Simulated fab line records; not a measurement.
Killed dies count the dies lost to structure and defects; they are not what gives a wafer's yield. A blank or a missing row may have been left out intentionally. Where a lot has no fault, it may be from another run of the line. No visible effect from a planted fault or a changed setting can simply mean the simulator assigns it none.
One fault through the eyes of 2 desks    flow nand harc    each desk holds nothing but its own numbers, with what lay behind them at the end

AT THE TOOL OWNER'S DESK: ald hk-02
The tool's own readings at NHARC_A_CHANNEL_FILL_D1_ALD_14 (deposits SiO2, target thk 2.5 nm, pulse time 10 s, ald cycles 25): means of the sampled wafers that have a number, for each lot that ran on this tool. Marked OUT: a lot whose mean sits more than 4 standard deviations from the usual mean, which makes it out of limits; the brackets give that distance.
Columns: A = heater power w at NHARC_A_CHANNEL_FILL_D1_ALD_14, usual 488 W; B = precursor pulse height rel at NHARC_A_CHANNEL_FILL_D1_ALD_14, usual 0.998
lot   first seen here  A    B
L835  day 9 07:14      467  0.978
L836  day 9 23:36      487  1.009
L846  day 14 00:39     497  1.013
L848  day 15 02:56     432  1.001
This desk's finding: nothing out of limits on any of the 4 lots.

METROLOGY DESK
Means of the sampled wafers that have a number, per lot and without regard to the tool the lot ran on: this is what the gauges read. Marked OUT: a lot whose mean sits more than 4 standard deviations from the usual mean, which makes it out of limits; the brackets give that distance.
Columns: A = cd nm at NHARC_A_CHANNEL_HOLE_D1_CD_MEAS_30, usual 89.7 nm
lot   first seen here  A
L834  day 8 11:13      89.5
L835  day 8 23:53      88.8
L836  day 9 16:05      90.6
L837  day 9 21:43      90.0
L839  day 10 22:05     91.3
L840  day 11 13:11     87.7
L846  day 13 17:18     90.6
L848  day 14 19:32     90.9
L851  day 15 16:27     90.7
L850  day 15 16:35     88.9
L855  day 17 22:54     91.3
L856  day 18 06:16     91.8
L857  day 18 12:48     91.5
This desk's finding: nothing out of limits on any of the 13 lots.

BROUGHT TOGETHER
Nothing out of limits was seen by the tool owner's desk.
Nothing out of limits was seen by the metrology desk.

WHAT WAS PUT IN BY THE SIMULATOR
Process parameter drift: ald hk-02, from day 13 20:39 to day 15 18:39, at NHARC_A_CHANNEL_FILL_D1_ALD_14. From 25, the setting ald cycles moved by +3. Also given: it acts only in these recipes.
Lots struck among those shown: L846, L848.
